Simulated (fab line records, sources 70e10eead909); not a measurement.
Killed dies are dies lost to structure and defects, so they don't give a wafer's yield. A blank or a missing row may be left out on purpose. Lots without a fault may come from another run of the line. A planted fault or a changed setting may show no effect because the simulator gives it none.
Which tool did it? | flow nand_harc | 13 lots, 38 wafers sampled, at 6 steps of a route of 1302

WHAT THE GAUGES READ, wafer by wafer
NHARC_A_DECK1_JOINT_INSPECT_05. Usual: raw_defect_count 319, standard deviation 150.
lot  | measured     | on                | raw_defect_count | flag
L677 | day 13 03:39 | defect_inspect-02 | 190 562 198      |
L681 | day 14 09:11 | defect_inspect-02 | 235 264 217      |
L682 | day 14 22:50 | defect_inspect-01 | 250 132 128      |
L686 | day 16 14:56 | defect_inspect-02 | 291 209 189      |
L688 | day 16 20:31 | defect_inspect-02 | 485 632 635      |
L687 | day 16 20:31 | defect_inspect-02 | 282 327 281      |
L691 | day 18 07:37 | defect_inspect-01 | 299 316 215      |
L693 | day 19 11:29 | defect_inspect-02 | 226 393 268      |
L695 | day 20 01:37 | defect_inspect-02 | 326 261          |
L694 | day 20 01:38 | defect_inspect-02 | 346 415 209      |
L697 | day 20 19:52 | defect_inspect-02 | 166 217 182      |
L699 | day 21 22:25 | defect_inspect-01 | 379 951 581      |
L698 | day 23 03:15 | defect_inspect-02 | 165 231 207      |

NHARC_A_ONON_D2_THK_MEAS_05: measures by ellipsometry. Usual: thk_nm 1000 nm, standard deviation 10.
lot  | measured     | on            | thk_nm (nm)    | flag
L677 | day 13 04:49 | film_metro-02 | 1000 998 997   |
L681 | day 14 10:20 | film_metro-01 | 994 992 991    |
L682 | day 15 00:00 | film_metro-02 | 1002 1003 1004 |
L686 | day 16 16:05 | film_metro-01 | 997 998 998    |
L688 | day 16 21:40 | film_metro-01 | 999 1001 1001  |
L687 | day 16 21:40 | film_metro-01 | 1004 1003 1003 |
L691 | day 18 09:02 | film_metro-01 | 1008 1007 1010 |
L693 | day 19 12:38 | film_metro-01 | 1007 1459 1456 | OFF
L695 | day 20 02:46 | film_metro-02 | 1019 1469      | OFF
L694 | day 20 02:54 | film_metro-01 | 981 980 981    |
L697 | day 20 21:02 | film_metro-02 | 989 989 1437   | OFF
L699 | day 21 23:34 | film_metro-01 | 998 997 998    |
L698 | day 23 04:23 | film_metro-02 | 1010 1011 1011 |

NHARC_END_SORT_01. Usual: killed_at_array 58, standard deviation 15; killed_at_other 0.8, standard deviation 1.2; killed_at_periphery 3.5, standard deviation 2.5; killed_dies 62, standard deviation 15; killed_open 3.2, standard deviation 1.7; killed_short 2.4, standard deviation 1.5.
lot  | measured     | on        | killed_at_array | killed_at_other | killed_at_periphery | killed_dies | killed_open | killed_short | flag
L693 | day 31 13:25 | prober-01 | 72 671 673      | 0 1 0           | 0 5 4               | 72 677 677  | 2 6 3       | 1 3 1        | OFF
L695 | day 31 14:07 | prober-02 | 63 672          | 0 0             | 3 5                 | 66 677      | 1 3         | 1 4          | OFF
L697 | day 33 04:34 | prober-02 | 57 63 672       | 1 0 0           | 5 1 5               | 63 64 677   | 3 3 3       | 5 1 4        | OFF

WHICH TOOL RAN EACH LOT (tool, then ch and the chambers of the sampled wafers, then the start)
lot  | NHARC_A_CHANNEL_FILL_D1_ETCHBACK_20 | NHARC_A_CHANNEL_FILL_D1_ALD_25   | NHARC_A_ONON_D2_DEP_03
L677 | rie_diel-05 ch 0,1, day 10 12:40    | ald_hk-04 ch 0,2,3, day 11 01:40 | pecvd_onon-01 ch 0, day 13 04:20
L681 | rie_diel-01 ch 1,2,3, day 12 00:56  | ald_hk-03 ch 0,3, day 12 12:49   | pecvd_onon-02 ch 0, day 14 09:49
L682 | rie_diel-01 ch 0,1,2, day 12 11:16  | ald_hk-03 ch 1,2,3, day 13 00:49 | pecvd_onon-04 ch 0, day 14 23:29
L686 | rie_diel-01 ch 2,3, day 14 02:23    | ald_hk-01 ch 1,2,3, day 14 17:01 | pecvd_onon-01 ch 0, day 16 15:34
L688 | rie_diel-05 ch 2,3, day 14 13:39    | ald_hk-03 ch 0,1, day 15 02:05   | pecvd_onon-04 ch 0, day 16 21:13
L687 | rie_diel-01 ch 2,3, day 14 13:42    | ald_hk-04 ch 1,2,3, day 15 01:35 | pecvd_onon-01 ch 0, day 16 21:13
L691 | rie_diel-05 ch 1,3, day 15 20:25    | ald_hk-01 ch 0,1,2, day 16 08:36 | pecvd_onon-04 ch 0, day 18 08:31
L693 | rie_diel-05 ch 1,2, day 17 04:46    | ald_hk-04 ch 1,3, day 17 16:31   | pecvd_onon-04 ch 0, day 19 12:07
L695 | rie_diel-05 ch 2,3, day 17 14:55    | ald_hk-03 ch 2, day 18 02:55     | pecvd_onon-04 ch 0, day 20 02:19
L694 | rie_diel-01 ch 1,3, day 17 14:55    | ald_hk-04 ch 1,3, day 18 03:24   | pecvd_onon-02 ch 0, day 20 02:23
L697 | rie_diel-05 ch 0,1,2, day 18 08:32  | ald_hk-03 ch 0,1,3, day 18 21:08 | pecvd_onon-04 ch 0, day 20 20:31
L699 | rie_diel-01 ch 0,2,3, day 19 04:16  | ald_hk-03 ch 0,2,3, day 19 16:46 | pecvd_onon-02 ch 0, day 21 23:10
L698 | rie_diel-05 ch 0,3, day 20 13:58    | ald_hk-03 ch 0,1,3, day 21 03:56 | pecvd_onon-02 ch 0, day 23 03:56
- NHARC_A_CHANNEL_FILL_D1_ETCHBACK_20: etches the open film in C4F8/O2/Ar, target depth 27 nm, time 13.5 s.
- NHARC_A_CHANNEL_FILL_D1_ALD_25: deposits SiOx, target thk 60 nm, pulse time 10 s, ald cycles 600.
- NHARC_A_ONON_D2_DEP_03: target thk 1000 nm.

WHAT THE TOOLS THEMSELVES READ (means of the sampled wafers that have a number; where no wafer has one, the mark that the record gives instead)
NHARC_A_CHANNEL_FILL_D1_ETCHBACK_20. Usual: oes_product_au 0.98 a.u., standard deviation 0.033; rf_vpp_V 977 V, standard deviation 5.1.
lot  | tool        | oes_product_au (a.u.) | rf_vpp_V (V) | flag
L677 | rie_diel-05 | 0.99                  | 976          |
L681 | rie_diel-01 | 0.94                  | 979          |
L682 | rie_diel-01 | 0.99                  | 978          |
L686 | rie_diel-01 | 0.92                  | 982          |
L688 | rie_diel-05 | 0.99                  | 974          |
L687 | rie_diel-01 | 0.98                  | 981          |
L691 | rie_diel-05 | 0.91                  | 975          |
L693 | rie_diel-05 | 0.92                  | 972          |
L695 | rie_diel-05 | 0.92                  | 974          |
L694 | rie_diel-01 | 0.99                  | 974          |
L697 | rie_diel-05 | 0.99                  | 977          |
L699 | rie_diel-01 | 1.00                  | 980          |
L698 | rie_diel-05 | 0.95                  | 980          |

NHARC_A_CHANNEL_FILL_D1_ALD_25. Usual: heater_power_outer_w 258 W, standard deviation 34; heater_power_w 454 W, standard deviation 46; precursor_pulse_height_rel 1.000, standard deviation 0.018.
lot  | tool      | heater_power_outer_w (W) | heater_power_w (W) | precursor_pulse_height_rel | flag
L677 | ald_hk-04 | 254                      | 450                | 0.985                      |
L681 | ald_hk-03 | 248                      | 427                | 1.009                      |
L682 | ald_hk-03 | 230                      | 418                | 1.005                      |
L686 | ald_hk-01 | 282                      | 503                | 1.002                      |
L688 | ald_hk-03 | 255                      | 448                | 0.984                      |
L687 | ald_hk-04 | 277                      | 460                | 0.989                      |
L691 | ald_hk-01 | 297                      | 533                | 1.004                      |
L693 | ald_hk-04 | 296                      | 496                | 1.004                      |
L695 | ald_hk-03 | 244                      | 437                | 1.008                      |
L694 | ald_hk-04 | 284                      | 487                | 0.994                      |
L697 | ald_hk-03 | 241                      | 427                | 0.987                      |
L699 | ald_hk-03 | 246                      | 428                | 0.991                      |
L698 | ald_hk-03 | 243                      | 435                | 1.008                      |

NHARC_A_ONON_D2_DEP_03. Usual: n2o_flow_sccm 2002 sccm, standard deviation 6; sih4_flow_sccm 210.0 sccm, standard deviation 0.55.
lot  | tool          | n2o_flow_sccm (sccm) | sih4_flow_sccm (sccm) | flag
L677 | pecvd_onon-01 | 2010                 | 209.7                 |
L681 | pecvd_onon-02 | 1997                 | 210.7                 |
L682 | pecvd_onon-04 | 1998                 | 210.3                 |
L686 | pecvd_onon-01 | 1999                 | 210.9                 |
L688 | pecvd_onon-04 | 2001                 | 210.6                 |
L687 | pecvd_onon-01 | 2001                 | 210.3                 |
L691 | pecvd_onon-04 | 2001                 | 209.6                 |
L693 | pecvd_onon-04 | 2003                 | 210.1                 |
L695 | pecvd_onon-04 | 2002                 | 210.1                 |
L694 | pecvd_onon-02 | 2012                 | 209.3                 |
L697 | pecvd_onon-04 | 2009                 | 209.4                 |
L699 | pecvd_onon-02 | 2003                 | 210.0                 |
L698 | pecvd_onon-02 | 2001                 | 209.9                 |

THE ANSWER, worked out from the rows above alone
Rule: a lot is off if the mean of its wafers that have a number lies more than 3 standard deviations from the usual mean. A lot without any number at a reading at which 4 lots or more have one is off too. The other lots that the step has rows for count as sound. The gauges are gone through in route order, then the tools' own readings, and for those a lot's mean is taken as printed above. The first step at which some lot is off is used, and at that step the reading that is off furthest; a lot without a number counts as furthest.
Off: L693, L695, L697, at NHARC_A_ONON_D2_THK_MEAS_05 (thk_nm).
A tool fits if, at a process step before that reading, it ran every lot that is off, and no sound lot after the first of them. The gauges at NHARC_A_ONON_D2_THK_MEAS_05 aren't tried: what is off there is off at NHARC_END_SORT_01 too, on other tools, and a gauge's error can't cause that. One fits: pecvd_onon-04 at NHARC_A_ONON_D2_DEP_03. Its last sound lot is L691 (day 18 08:31), its first lot that is off L693 (day 19 12:07): a fault that began between those two fits.

WHAT THE SIMULATOR HAD PUT IN
Process parameter drift: pecvd_onon-04, from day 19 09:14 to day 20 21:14, at NHARC_A_ONON_D2_DEP_03. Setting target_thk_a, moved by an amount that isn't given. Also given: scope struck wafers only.
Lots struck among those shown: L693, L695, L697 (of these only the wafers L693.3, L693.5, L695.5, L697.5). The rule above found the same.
